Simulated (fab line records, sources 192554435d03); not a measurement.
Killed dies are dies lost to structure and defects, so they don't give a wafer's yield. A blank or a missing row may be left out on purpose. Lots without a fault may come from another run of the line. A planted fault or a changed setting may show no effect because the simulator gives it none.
Split-lot experiment | flow n5_finfet | 7 lots, 21 wafers read, on a route of 1938 steps

THE SPLIT
At N5_BEOL_M3_ILD_DEP_00 (deposits SiOC from DEMS/O2, target thk 79 nm, time 15.3 s), the setting time_s was moved away from the recipe's 15.3 s on 8 of the 21 wafers read, by -10.3% to +14.1%. The other wafers ran this setting at the recipe's value.

The file shows no step between the split and the reading.

THE READING
M3_ILD_THK, in nm, at N5_BEOL_M3_THK_MEAS_01. Fault-free wafers of this fab line usually give 78.4 nm, standard deviation 0.98 nm.

wafer  | tool, chamber at the split | time_s as run, s | against the recipe | M3_ILD_THK, nm | against lot-mates on the recipe
L076.2 | pecvd-02, 1                | 15.3             | recipe             | 77.5           | -
L076.3 | pecvd-02, 0                | 14.45            | -5.6%              | 74.1           | -4.2
L076.4 | pecvd-02, 1                | 15.3             | recipe             | 79.1           | -
L078.1 | pecvd-03, 2                | 15.3             | recipe             | 77.6           | -
L078.4 | pecvd-03, 1,2              | 17.46            | +14.1%             | 90.4           | +12.8
L078.6 | pecvd-03, 1,2              | 17.46            | +14.1%             | 90.5           | +12.9
L079.1 | pecvd-04, 2                | 13.73            | -10.3%             | 71.6           | -8.1
L079.2 | pecvd-04, 0                | 15.3             | recipe             | 79.0           | -
L079.4 | pecvd-04, 1                | 15.3             | recipe             | 80.4           | -
L084.1 | pecvd-02, 0                | 15.3             | recipe             | 77.6           | -
L084.3 | pecvd-02, 2                | 17.13            | +12.0%             | 87.0           | +9.4
L084.6 | pecvd-02, 0                | 17.13            | +12.0%             | 88.2           | +10.6
L087.1 | pecvd-03, 0                | 15.91            | +4.0%              | 81.9           | +3.5
L087.4 | pecvd-03, 2                | 15.3             | recipe             | 78.5           | -
L087.5 | pecvd-03, 1                | 15.3             | recipe             | 78.3           | -
L088.1 | pecvd-03, 1                | 15.3             | recipe             | 77.0           | -
L088.5 | pecvd-03, 1                | 15.3             | recipe             | 79.3           | -
L088.6 | pecvd-03, 0                | 15.3             | recipe             | 80.1           | -
L090.3 | pecvd-04, 0                | 15.3             | recipe             | 77.4           | -
L090.5 | pecvd-04, 2                | 14.24            | -6.9%              | 73.8           | -4.5
L090.6 | pecvd-04, 1                | 15.3             | recipe             | 79.3           | -
Where a row lists several chambers, the file gives one row for several wafers and doesn't say which wafer went through which chamber.

THE FIT
A straight line over all 21 wafers: M3_ILD_THK changes by +0.78 nm for each +1% of time_s; r = +0.98; the points scatter about the line by 0.97 nm.
The same after taking each lot's own level away (the mean of its wafers on the recipe; 21 wafers): +0.845 nm for each +1%; r = +0.99; scatter 0.83 nm.
On that fit, the largest move of time_s shifts the reading by 12 nm.
The lots' own levels span 77.60 to 79.70 nm, that is 2.1 times the standard deviation above.
So the lot-to-lot level changes the slope little: the two slopes agree.
Check: with one of the wafers moved furthest among these (+14.1%) left out of the fit, the line predicts +11.9 nm for it against its lot-mates. It came out at +12.8 nm against them.

OTHER SPLITS ON THESE WAFERS
These wafers also went through other splits before the reading. Each is held against what the fit with the lots' levels taken away leaves over:
other split on the same wafers              | wafers away from the commonest value | r with M3_ILD_THK (lot level and that fit taken away)
N5_BEOL_M0_SAQP_SPACER2_ALD_26 target_thk_a | 9                                    | +0.31
N5_BEOL_M0_ETCH_109 bias_w                  | 9                                    | -0.12
N5_BEOL_M1_EXPOSE_25 dose_mj                | 6                                    | +0.05

THE WHOLE CHAIN: every reading that the file lists as answering this split, in the file's order
step                   | what it does                                              | reading                                                                            | change (the file's fit)               | r (the file's)
N5_BEOL_M3_ILD_DEP_00  | deposits SiOC from DEMS/O2, target thk 79 nm, time 15.3 s | SiOC_of_BEOL_M3_ILD_DEP_00.thk_nm (the simulator's own value, which no gauge read) | +0.833 nm for each +1% of the setting | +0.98
N5_BEOL_M3_THK_MEAS_01 |                                                           | M3_ILD_THK                                                                         | +0.835 for each +1% of the setting    | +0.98

THE FILE'S OWN FIT
M3_ILD_THK changes by +0.835 nm for each +1% of time_s, r = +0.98.
